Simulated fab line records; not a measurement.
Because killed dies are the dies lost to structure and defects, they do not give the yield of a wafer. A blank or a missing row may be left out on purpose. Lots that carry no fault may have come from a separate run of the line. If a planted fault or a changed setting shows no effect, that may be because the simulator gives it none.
Which of the tools did it? + flow nand-harc + Sampling: 13 lots, 39 wafers, 4 of 1302 route steps

WHAT THE GAUGES SHOWED, per wafer
NHARC_END_SORT_01. Usual: killed-at-array 55, standard deviation 17; killed-at-other 0.9, standard deviation 1.2; killed-at-periphery 3.7, standard deviation 2.5; killed-dies 59, standard deviation 18; killed-open 3.4, standard deviation 1.9; killed-short 2.6, standard deviation 1.6.
| lot  | measured     | on        | killed-at-array | killed-at-other | killed-at-periphery | killed-dies | killed-open | killed-short | flag |
|------|--------------|-----------|-----------------|-----------------|---------------------|-------------|-------------|--------------|------|
| L188 | day 30 10:31 | prober-01 | 50 46 134       | 0 0 0           | 2 7 2               | 52 53 136   | 4 0 5       | 4 3 1        |      |
| L190 | day 31 19:11 | prober-01 | 60 111 129      | 2 0 1           | 7 5 8               | 69 116 138  | 7 4 4       | 1 2 4        |      |
| L192 | day 31 11:29 | prober-02 | 141 54 50       | 0 0 0           | 4 4 4               | 145 58 54   | 5 2 4       | 1 6 4        |      |

TOOL THAT RAN EACH LOT (tool first, then ch and the chambers of the sampled wafers, then the start)
| lot  | NHARC_A_WL_FILL_CVD_03        | NHARC_A_BONDPAD_ETCH_34            | NHARC_A_BONDPAD_ETCH_12                       |
|------|-------------------------------|------------------------------------|-----------------------------------------------|
| L174 | cvd-w-01 ch 0,1, day 19 20:53 | rie-diel-05 ch 1,3, day 22 21:27   | rie-diel-05 ch 1,2, no start                  |
| L177 | cvd-w-01 ch 0,1, day 21 22:59 | rie-diel-06 ch 0,2, day 24 11:53   | rie-diel-06 ch 1,2,3, no start                |
| L178 | cvd-w-02 ch 0,1, day 22 02:49 | rie-diel-06 ch 2,3, day 24 22:59   | rie-diel-06 ch 0,1,2, no start                |
| L181 | cvd-w-02 ch 0, day 23 05:43   | rie-diel-05 ch 0,2,3, day 26 00:40 | rie-diel-05 ch 0,2,3, no start                |
| L182 | cvd-w-01 ch 0, day 23 05:57   | rie-diel-05 ch 1,3, day 25 20:53   | rie-diel-05 ch 0,2, no start                  |
| L180 | cvd-w-01 ch 0,1, day 23 09:48 | rie-diel-05 ch 2,3, day 26 04:01   | rie-diel-05 ch 0,2, no start                  |
| L183 | cvd-w-01 ch 0,1, day 24 10:47 | rie-diel-05 ch 1,2,3, day 27 07:16 | rie-diel-05 ch 1,3, no start                  |
| L185 | cvd-w-01 ch 0,1, day 24 14:35 | rie-diel-05 ch 0,3, day 27 09:52   | rie-diel-05 ch 1,2, no start                  |
| L186 | cvd-w-01 ch 0, day 25 07:34   | rie-diel-06 ch 1,2,3, day 27 21:15 | rie-diel-06 ch 0,1,2, no start                |
| L188 | cvd-w-01 ch 0,1, day 26 11:02 | rie-diel-13 ch 1,2, day 29 02:12   | rie-diel-13 ch 0,1,2, day 30 10:31 or earlier |
| L190 | cvd-w-01 ch 0,1, day 27 00:17 | rie-diel-05 ch 1,2,3, day 30 01:41 | rie-diel-05 ch 1,2,3, day 31 19:11 or earlier |
| L192 | cvd-w-01 ch 0,1, day 27 11:24 | rie-diel-05 ch 0,1, day 30 04:34   | rie-diel-05 ch 0,1,2, day 31 11:29 or earlier |
| L197 | cvd-w-02 ch 0,1, day 30 08:08 | rie-diel-13 ch 0,1,2, day 33 00:33 | rie-diel-13 ch 0,1,2, no start                |
- NHARC_A_WL_FILL_CVD_03: deposits W, target thk 40 nm, time 279 s.
- NHARC_A_BONDPAD_ETCH_34: etches the open film in N2/H2, target depth 60 nm, overetch 18 nm, time 65.91 s.
- NHARC_A_BONDPAD_ETCH_12: etches the open film in CHF3/O2, target depth 220 nm, time 110 s.

AS READ BY THE TOOLS THEMSELVES (means over the sampled wafers that have a number; for cases with no such wafer, the mark the record gives instead)
NHARC_A_WL_FILL_CVD_03. Usual: heater-power-w 467 W, standard deviation 15; throttle-valve-pct 7.9 %, standard deviation 0.43.
| lot  | tool     | heater-power-w (W) | throttle-valve-pct (%) | flag |
|------|----------|--------------------|------------------------|------|
| L174 | cvd-w-01 | 466                | 7.7                    |      |
| L177 | cvd-w-01 | 462                | 7.9                    |      |
| L178 | cvd-w-02 | 462                | 7.4                    |      |
| L181 | cvd-w-02 | 471                | 7.3                    |      |
| L182 | cvd-w-01 | 452                | 8.5                    |      |
| L180 | cvd-w-01 | 458                | 7.8                    |      |
| L183 | cvd-w-01 | 479                | 7.9                    |      |
| L185 | cvd-w-01 | 472                | 7.9                    |      |
| L186 | cvd-w-01 | 493                | 8.3                    |      |
| L188 | cvd-w-01 | 479                | 7.8                    |      |
| L190 | cvd-w-01 | 489                | 8.1                    |      |
| L192 | cvd-w-01 | 473                | 8.0                    |      |
| L197 | cvd-w-02 | 447                | 8.1                    |      |

NHARC_A_BONDPAD_ETCH_34. Usual: drypump-motor-current-A 5.7 A, standard deviation 0.56; oes-product-au 1.004 a.u., standard deviation 0.011; rf-fwd-power-W 396.4 W, standard deviation 1.7; rf-vpp-V 430.5 V, standard deviation 2.4; showerhead-plenum-p-Torr 2.04 Torr, standard deviation 0.084; throttle-valve-pct 14.171 %, standard deviation 0.0088.
| lot  | tool        | drypump-motor-current-A (A) | oes-product-au (a.u.) | rf-fwd-power-W (W) | rf-vpp-V (V) | showerhead-plenum-p-Torr (Torr) | throttle-valve-pct (%) | flag |
|------|-------------|-----------------------------|-----------------------|--------------------|--------------|---------------------------------|------------------------|------|
| L174 | rie-diel-05 | 6.3                         | 1.003                 | 396.8              | 430.4        | 2.03                            | 14.173                 |      |
| L177 | rie-diel-06 | 5.2                         | 1.000                 | 396.7              | 429.6        | 1.98                            | 14.171                 |      |
| L178 | rie-diel-06 | 6.2                         | 0.993                 | 397.6              | 429.7        | 2.02                            | 14.163                 |      |
| L181 | rie-diel-05 | 5.4                         | 1.016                 | 396.0              | 431.7        | 2.08                            | 14.175                 |      |
| L182 | rie-diel-05 | 6.0                         | 1.013                 | 396.0              | 430.6        | 2.08                            | 14.173                 |      |
| L180 | rie-diel-05 | 5.6                         | 1.012                 | 394.0              | 430.4        | 2.07                            | 14.173                 |      |
| L183 | rie-diel-05 | 6.0                         | 1.009                 | 395.5              | 430.2        | 2.02                            | 14.168                 |      |
| L185 | rie-diel-05 | 5.4                         | 1.008                 | 397.4              | 433.2        | 2.13                            | 14.170                 |      |
| L186 | rie-diel-06 | 6.1                         | 0.996                 | 396.6              | 430.8        | 2.04                            | 14.177                 |      |
| L188 | rie-diel-13 | 5.8                         | 0.993                 | 395.8              | 427.8        | 1.95                            | 14.172                 |      |
| L190 | rie-diel-05 | 6.0                         | 1.009                 | 396.0              | 429.9        | 2.02                            | 14.165                 |      |
| L192 | rie-diel-05 | 5.5                         | 1.004                 | 399.0              | 432.3        | 2.10                            | 14.163                 |      |
| L197 | rie-diel-13 | 5.7                         | 1.009                 | 396.3              | 428.1        | 1.97                            | 14.174                 |      |

NHARC_A_BONDPAD_ETCH_12. Usual: value, then standard deviation, for each; drypump-motor-current-A 5.7 A / 0.52; o2-flow-sccm 10.000 sccm / 0.029; oes-product-au 0.947 a.u. / 0.025; rf-fwd-power-W 496.9 W / 1.8; rf-vpp-V 370.7 V / 2.2; showerhead-plenum-p-Torr 2.40 Torr / 0.092; throttle-valve-pct 20.573 % / 0.0096.
| lot  | tool        | drypump-motor-current-A (A) | o2-flow-sccm (sccm) | oes-product-au (a.u.) | rf-fwd-power-W (W) | rf-vpp-V (V) | showerhead-plenum-p-Torr (Torr) | throttle-valve-pct (%) | flag |
|------|-------------|-----------------------------|---------------------|-----------------------|--------------------|--------------|---------------------------------|------------------------|------|
| L174 | rie-diel-05 | 6.2                         | 10.006              | 0.926                 | 497.3              | 370.3        | 2.34                            | 20.575                 |      |
| L177 | rie-diel-06 | 6.1                         | 9.992               | 0.918                 | 496.6              | 371.2        | 2.40                            | 20.573                 |      |
| L178 | rie-diel-06 | 5.6                         | 9.999               | 0.927                 | 497.7              | 370.6        | 2.38                            | 20.585                 |      |
| L181 | rie-diel-05 | 5.4                         | 10.016              | 0.969                 | 495.9              | 371.9        | 2.45                            | 20.572                 |      |
| L182 | rie-diel-05 | 5.4                         | 10.007              | 0.967                 | 496.0              | 370.1        | 2.39                            | 20.576                 |      |
| L180 | rie-diel-05 | 5.5                         | 9.982               | 0.961                 | 496.0              | 370.5        | 2.39                            | 20.576                 |      |
| L183 | rie-diel-05 | 6.0                         | 9.988               | 0.983                 | 495.8              | 370.7        | 2.44                            | 20.579                 |      |
| L185 | rie-diel-05 | 6.3                         | 10.001              | 0.967                 | 498.2              | 369.3        | 2.34                            | 20.576                 |      |
| L186 | rie-diel-06 | 5.6                         | 10.010              | 0.921                 | 498.1              | 369.0        | 2.38                            | 20.565                 |      |
| L188 | rie-diel-13 | 5.7                         | 9.981               | 0.918                 | 496.8              | 369.6        | 2.34                            | 20.562                 |      |
| L190 | rie-diel-05 | 6.0                         | 10.012              | 0.940                 | 496.0              | 370.1        | 2.38                            | 20.574                 |      |
| L192 | rie-diel-05 | 5.7                         | 9.987               | 0.979                 | 495.7              | 370.6        | 2.40                            | 20.566                 |      |
| L197 | rie-diel-13 | 5.7                         | 10.009              | 0.929                 | 497.1              | 368.8        | 2.32                            | 20.568                 |      |

THE ANSWER, worked out from the rows above alone
Rule: a lot is off if the mean of its wafers that have a number lies more than 3 standard deviations from the usual mean. A lot without any number at a reading at which 4 lots or more have one is off too. Where the step has rows for the other lots, those lots are counted as sound. Order of review: gauges by route order, followed by the tools' own readings, for which a lot's mean as printed above is used. The first step at which some lot is off is used, and at that step the reading that is off furthest; a lot without a number counts as furthest.
Nothing can be told from this: no lot is off at any reading shown.

WHAT HAD BEEN PUT IN BY THE SIMULATOR
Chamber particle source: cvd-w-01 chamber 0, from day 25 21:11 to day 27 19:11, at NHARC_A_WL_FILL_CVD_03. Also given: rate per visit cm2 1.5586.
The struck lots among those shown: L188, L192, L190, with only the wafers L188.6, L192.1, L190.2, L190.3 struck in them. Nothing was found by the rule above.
